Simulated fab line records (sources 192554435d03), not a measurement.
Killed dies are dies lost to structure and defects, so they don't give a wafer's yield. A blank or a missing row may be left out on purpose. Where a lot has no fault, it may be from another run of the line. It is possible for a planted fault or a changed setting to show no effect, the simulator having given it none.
Chamber matching / flow n5_finfet / N5_PMOS_HMC_CHANNEL_EPI_ETCH_32 on rie_diel-04 has 4 sister chambers
The step etches BARC in N2/H2, stops on SiO2, target depth 85.8 nm, time 50.3 s. 4 wafers are shown with their chamber, then 7 later ones without.

WAFERS WITH THEIR CHAMBER
wafer=L079.2; chamber=3; showerhead_plenum_p_Torr (Torr)=2.46
wafer=L089.4; chamber=2; showerhead_plenum_p_Torr (Torr)=2.53
wafer=L089.5; chamber=1; showerhead_plenum_p_Torr (Torr)=2.43
wafer=L092.1; chamber=0; showerhead_plenum_p_Torr (Torr)=2.42

WAFERS MISSING THEIR CHAMBER
wafer=L092.3; showerhead_plenum_p_Torr (Torr)=2.53
wafer=L092.6; showerhead_plenum_p_Torr (Torr)=2.42
wafer=L095.1; showerhead_plenum_p_Torr (Torr)=2.42
wafer=L095.6; showerhead_plenum_p_Torr (Torr)=2.42
wafer=L097.1; showerhead_plenum_p_Torr (Torr)=2.43
wafer=L097.3; showerhead_plenum_p_Torr (Torr)=2.52
wafer=L097.5; showerhead_plenum_p_Torr (Torr)=2.52

THE CHAMBER EACH PASSED THROUGH
wafer=L092.3; from the rows above=2; in truth=2
wafer=L092.6; from the rows above=can't be placed: 0 or 1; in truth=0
wafer=L095.1; from the rows above=can't be placed: 0 or 1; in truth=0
wafer=L095.6; from the rows above=can't be placed: 0 or 1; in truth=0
wafer=L097.1; from the rows above=can't be placed: 1 or 0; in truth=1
wafer=L097.3; from the rows above=2; in truth=2
wafer=L097.5; from the rows above=2; in truth=2
Placed correctly: 3 of 7. Unplaceable from these rows: 4, with the true chamber sitting among the candidates in 4. 0 placed wrongly.
How it was worked out, from the rows above alone: a wafer's distance from a chamber is the root of the sum, over the readings, of the square of ((its reading less the chamber's mean) divided by the reading's scatter). The wafer belongs to the nearest chamber; if the next one is less than 2 further off, it can't be placed. For every chamber, the mean is computed from those of its wafers that are shown. The scatter: with one shown wafer a chamber, the root of the mean of the squares of how far each hidden wafer lies from its nearest shown one.
